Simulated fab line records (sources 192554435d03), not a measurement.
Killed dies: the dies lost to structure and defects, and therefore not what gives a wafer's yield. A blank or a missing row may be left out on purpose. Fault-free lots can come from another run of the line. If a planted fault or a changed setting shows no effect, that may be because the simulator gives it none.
fab line records	flow n5Finfet
[record] lots = 7	wafers = 39
route steps=1938 shown BEOL_M13@1673 MIM_BOT@1833
startH: start of the lot's first displayed wafer, in hours after the record's first day	waitH: how many hours have passed since the lot's step before this one	" unchanged from the row above	L1.1+2: several wafers, shown together as one row	- no value present, or no start provided	* or withheld: withheld	< > ~ a bound
route shown NAME@n: names a module that has steps shown in the file, with the first one's number in the route	usual: the fault-free wafers' mean and standard deviation	same: alike in all rows	chamber/n: place in a boat	sites: readings site by site	_std_site: how widely they spread, as a standard deviation	_edge_site: mean of outer sites minus mean of inner sites	radiusMm: how far each site lies from the wafer's centre	mask NAME#n: copy n	behind: the tool/chamber that last shaped the wafer	hold: the reason the lot was held/the length of the hold in hours/how it ended	device: the n, p or np transistor that did not switch	end of line: the same wafers' tests at the end of the route	a step with no rows: only its recipe	killed: dies that structure and defects cost at the first sort, which is not the same as the wafer's yield	map: per-die view of a wafer (x killed, . not killed, _ where there is no die)
set.NAME: setting as actually run; set.NAME@STEP: the setting as run at that earlier step	model.NAME: the simulator's own value behind a step, which no gauge read
lots where settings were altered on purpose, with a table for each step and a row for each wafer
[[steps]]
[step N5_BEOL_M13_ETCH_59]
[recipe] chemistry = N2/H2	target = BARC	targetDepthA = 890	overetchA = 267	timeS = 67.9	ionEnergyEv = 200	pressureMtorr = 30	sourceW = 840	biasW = 150	n2FlowSccm = 200	h2FlowSccm = 200
lot.wafer	tool	chamber	startH	waitH	set.timeS	model.coat_of_BEOL_M13_COAT_04.thkNm
L074.1	rieDiel-06	1	226.42	0.0	67.9	320.4
L074.2	"	0	"	"	67.9	316.6
L074.3	"	2	"	"	67.9	318.4
L074.4	"	3	"	"	67.9	315.8
L074.5	"	0	"	"	67.9	317.6
L074.6	"	3	"	"	67.9	316.8
L076.1	rieDiel-01	2	233.32	0.0	51.7	335
L076.2	"	0	"	"	67.9	320.4
L076.3	"	3	"	"	51.7	333.2
L076.4	"	1	"	"	67.9	317.8
L076.5	"	1	"	"	51.7	333
L076.6	"	2	"	"	67.9	319.6
L079.1	rieDiel-01	1	264.96	0.0	67.9	316.2
L079.2	"	3	"	"	46.91	337.6
L079.3	"	2	"	"	46.91	339
L079.4	"	0	"	"	67.9	319.6
L079.5	"	0	"	"	46.91	338.6
L079.6	"	1	"	"	67.9	316.8
L087.1	rieDiel-06	3	314.44	0.0	67.9	314.8
L087.2	"	0	"	"	43.25	338.2
L087.3	"	1	"	"	43.25	342.6
L087.4	"	2	"	"	43.25	339.4
L087.5	"	0	"	"	67.9	315.4
L087.6	"	3	"	"	67.9	314.6
L091.3	rieDiel-01	0	340.56	0.0	67.9	318.4
L091.4	"	2	"	"	67.9	321
L091.5	"	2	"	"	67.9	321.4
L090.1	rieDiel-06	0	350.69	0.0	104.4	281.6
L090.2	"	2	"	"	67.9	317.6
L090.3	"	1	"	"	104.4	287
L090.4	"	3	"	"	67.9	316.2
L090.5	"	0	"	"	104.4	280.4
L090.6	"	3	"	"	67.9	317.4
L092.1+5	rieDiel-06	2	357.13	0.0	67.9	313.2
L092.2	"	0	"	"	67.9	313
L092.3+6	"	3	"	"	67.9	314.4
L092.4	"	1	"	"	67.9	317.8
[step N5_BEOL_M13_VIA_ETCH_16]
[recipe] chemistry = C4F8/O2/Ar	target = SiOC	pressureMtorr = 30	sourceW = 3000	biasW = 700	Ar_flow_sccm = 400	C4F8_flow_sccm = 15	O2_flow_sccm = 8	heInnerTorr = 15	heOuterTorr = 30	targetDepthA = 9217	timeS = withheld	ionEnergyEv = 250	ends = cleared
lot.wafer	tool	chamber	startH	waitH	set.timeS@BEOL_M13_ETCH_59	model.coat_of_BEOL_M13_COAT_04.thkNm
L074.1	rieDiel-06	1	226.48	0.0	*	75.2
L074.2	"	0	"	"	*	69.4
L074.3	"	2	"	"	*	74
L074.4	"	3	"	"	*	66.4
L074.5	"	0	"	"	*	68.4
L074.6	"	3	"	"	*	65
L076.1	rieDiel-01	2	233.37	0.0	*	86.2
L076.2	"	0	"	"	*	75
L076.3	"	3	"	"	*	88
L076.4	"	1	"	"	*	69.2
L076.5	"	1	"	"	*	82
L076.6	"	2	"	"	*	72.2
L079.1	rieDiel-01	1	265.01	0.0	*	75.8
L079.2	"	3	"	"	*	95
L079.3	"	2	"	"	*	95.6
L079.4	"	0	"	"	*	69.4
L079.5	"	0	"	"	*	95.4
L079.6	"	1	"	"	*	69.8
L087.1	rieDiel-06	3	314.49	0.0	*	69.2
L087.2	"	0	"	"	*	98.4
L087.3	"	1	"	"	*	99.4
L087.4	"	2	"	"	*	90.6
L087.5	"	0	"	"	*	69.6
L087.6	"	3	"	"	*	67.8
L091.3	rieDiel-01	0	340.61	0.0	*	73.4
L091.4	"	2	"	"	*	77
L091.5	"	2	"	"	*	73.6
L090.1	rieDiel-06	0	350.74	0.0	*	33
L090.2	"	2	"	"	*	75
L090.3	"	1	"	"	*	41.4
L090.4	"	3	"	"	*	70.4
L090.5	"	0	"	"	*	32.6
L090.6	"	3	"	"	*	65.2
L092.1	rieDiel-06	2	357.18	0.0	*	70
L092.2	"	0	"	"	*	67.2
L092.3	"	3	"	"	*	68.8
L092.4	"	1	"	"	*	72.6
L092.5	"	2	"	"	*	65.8
L092.6	"	3	"	"	*	64.4
[step N5_BEOL_M13_STRIP_63]
[recipe] chemistry = N2/H2	powerW = 1000	tempC = 250	h2Frac = 0.65	overashFraction = 0.3	pressureMtorr = 1000	n2FlowSccm = 1750	h2FlowSccm = 3250
[usual] stripTimeToEndpointS = 28.2/1.2
lot.wafer	tool	chamber	startH	waitH	set.timeS@BEOL_M13_ETCH_59	stripTimeToEndpointS
L074.1	plasmaAsher-01	0	226.71	-	67.9	29.2
L074.2	"	1	"	"	67.9	27.5
L074.3	"	1	"	"	67.9	28.9
L074.4	"	0	"	"	67.9	26.6
L074.5	"	1	"	"	67.9	27.2
L074.6	"	0	"	"	67.9	26.2
L076.1	plasmaAsher-02	0	233.61	-	51.7	32.4
L076.2	"	1	"	"	67.9	29.1
L076.3	"	0	"	"	51.7	32.8
L076.4	"	1	"	"	67.9	27.5
L076.5	"	0	"	"	51.7	31.2
L076.6	"	1	"	"	67.9	28.3
L079.1	plasmaAsher-02	1	265.25	-	67.9	29.4
L079.2	"	0	"	"	46.91	34.8
L079.3	"	0	"	"	46.91	35.0
L079.4	"	1	"	"	67.9	27.5
L079.5	"	1	"	"	46.91	34.9
L079.6	"	0	"	"	67.9	27.6
L087.1	plasmaAsher-01	1	314.73	-	67.9	27.4
L087.2	"	0	"	"	43.25	35.8
L087.3	"	1	"	"	43.25	36.0
L087.4	"	0	"	"	43.25	33.6
L087.5	"	1	"	"	67.9	27.6
L087.6	"	0	"	"	67.9	27.0
L091.3	plasmaAsher-01	1	340.87	-	67.9	28.6
L091.4	"	0	"	"	67.9	29.7
L091.5	"	1	"	"	67.9	28.7
L090.1	plasmaAsher-01	1	350.98	-	104.4	16.1
L090.2	"	0	"	"	67.9	29.1
L090.3	"	0	"	"	104.4	18.9
L090.4	"	1	"	"	67.9	27.8
L090.5	"	0	"	"	104.4	15.9
L090.6	"	1	"	"	67.9	26.2
L092.1	plasmaAsher-02	1	357.42	-	67.9	27.7
L092.2	"	0	"	"	67.9	26.8
L092.3	"	0	"	"	67.9	27.3
L092.4	"	1	"	"	67.9	28.4
L092.5	"	0	"	"	67.9	26.4
L092.6	"	1	"	"	67.9	26.0
[step N5_MIM_BOT_SPUTTER_00]
[recipe] material = TiN	targetThkA = 350	tempC = 200	powerW = 3000	chamberPressurePa = 0.49996	gas = Ar	reactivePartialPa = 0.37997	timeS = 89.7
lot.wafer	tool	chamber	startH	waitH	set.timeS	model.TiN_of_MIM_BOT_SPUTTER_00.thkNm
L074.1	pvdSputter-03	-	250.09	0.0	89.7	34.6
L074.2	"	-	"	"	89.7	35.2
L074.3	"	-	"	"	107	41.8
L074.4+6	"	-	"	"	107	41.4
L074.5	"	-	"	"	89.7	34.8
L076.1	pvdSputter-03	-	250.25	0.0	89.7	34.8
L076.2	"	-	"	"	89.7	35.4
L076.3+6	"	-	"	"	89.7	35.6
L076.4+5	"	-	"	"	89.7	35.2
L079.1	pvdSputter-02	-	282.38	0.0	71.53	27.6
L079.2+6	"	-	"	"	89.7	35.2
L079.3	"	-	"	"	71.53	28.4
L079.4	"	-	"	"	89.7	36.2
L079.5	"	-	"	"	71.53	29.6
L087.1+4	pvdSputter-03	-	336.76	0.0	89.7	35.2
L087.2	"	-	"	"	137.6	54.4
L087.3	"	-	"	"	137.6	54.2
L087.5	"	-	"	"	89.7	35.4
L087.6	"	-	"	"	137.6	54
L091.3	pvdSputter-02	-	357.65	0.0	89.7	35.4
L091.4	"	-	"	"	89.7	35
L091.5	"	-	"	"	89.7	34.6
L090.1	pvdSputter-03	-	374.21	0.0	70.64	27.2
L090.2	"	-	"	"	70.64	27
L090.3+4	"	-	"	"	89.7	35
L090.5	"	-	"	"	70.64	27.4
L090.6	"	-	"	"	89.7	35.2
L092.1	pvdSputter-01	-	380.05	0.0	89.7	35
L092.2	"	-	"	"	108.6	41.8
L092.3+5	"	-	"	"	108.6	42.2
L092.4+6	"	-	"	"	89.7	35.2
[[key]]
[split] step = N5_BEOL_M13_ETCH_59	setting = timeS	stated = 67.9	by = wafer
[response] step = N5_BEOL_M13_ETCH_59	reading = model.coat_of_BEOL_M13_COAT_04.thkNm	change = -0.651	per = 1%	r = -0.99
[response] step = N5_BEOL_M13_VIA_ETCH_16	reading = model.coat_of_BEOL_M13_COAT_04.thkNm	change = -0.679	per = 1%	r = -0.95
[response] step = N5_BEOL_M13_STRIP_63	reading = stripTimeToEndpointS	change = *	per = 1%	r = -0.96
[split] step = N5_MIM_BOT_SPUTTER_00	setting = timeS	stated = 89.7	by = wafer
[response] step = N5_MIM_BOT_SPUTTER_00	reading = model.TiN_of_MIM_BOT_SPUTTER_00.thkNm	change = +0.352	per = 1%	r = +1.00
